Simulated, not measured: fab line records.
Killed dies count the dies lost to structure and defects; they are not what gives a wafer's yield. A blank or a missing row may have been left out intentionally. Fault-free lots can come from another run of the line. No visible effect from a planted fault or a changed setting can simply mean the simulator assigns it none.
Matching of chambers :: flow n5-finfet :: 4 sister chambers for N5_SPACER0_ALD_00 on ald-sin-04
The step deposits SiOCN, target thk 3.5 nm, pulse time 3 s, purge time 2 s. 4 wafers are shown with their chamber, then 8 later ones without.

WAFERS, EACH WITH ITS CHAMBER
wafer: L084.2
chamber: 3
heater-power-w (W): 885

wafer: L086.1
chamber: 0
heater-power-w (W): 859

wafer: L086.6
chamber: 1
heater-power-w (W): 818

wafer: L087.1
chamber: 2
heater-power-w (W): 736

WAFERS WITH NO CHAMBER GIVEN
wafer: L087.4
heater-power-w (W): 808

wafer: L087.5
heater-power-w (W): 811

wafer: L088.2
heater-power-w (W): 806

wafer: L088.5
heater-power-w (W): 802

wafer: L088.6
heater-power-w (W): 735

wafer: L094.1
heater-power-w (W): 753

wafer: L094.5
heater-power-w (W): 754

wafer: L094.6
heater-power-w (W): 906

EACH ONE'S CHAMBER
wafer: L087.4
from the rows above: 1
in truth: 1

wafer: L087.5
from the rows above: 1
in truth: 1

wafer: L088.2
from the rows above: 1
in truth: 1

wafer: L088.5
from the rows above: 1
in truth: 1

wafer: L088.6
from the rows above: 2
in truth: 2

wafer: L094.1
from the rows above: 2
in truth: 2

wafer: L094.5
from the rows above: 2
in truth: 2

wafer: L094.6
from the rows above: can't be placed: 3 or 0
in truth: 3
Correct placement for 7 of the 8. These rows do not allow placing 1 (true chamber among the candidates in 1). Wrongly placed: 0.
How it was worked out, from the rows above alone: a wafer's distance from a chamber is the root of the sum, over the readings, of the square of ((its reading less the chamber's mean) divided by the reading's scatter). The wafer belongs to the nearest chamber; if the next one is less than 2 further off, it can't be placed. A chamber's mean is the mean of its shown wafers. The scatter: with one shown wafer a chamber, the root of the mean of the squares of how far each hidden wafer lies from its nearest shown one.
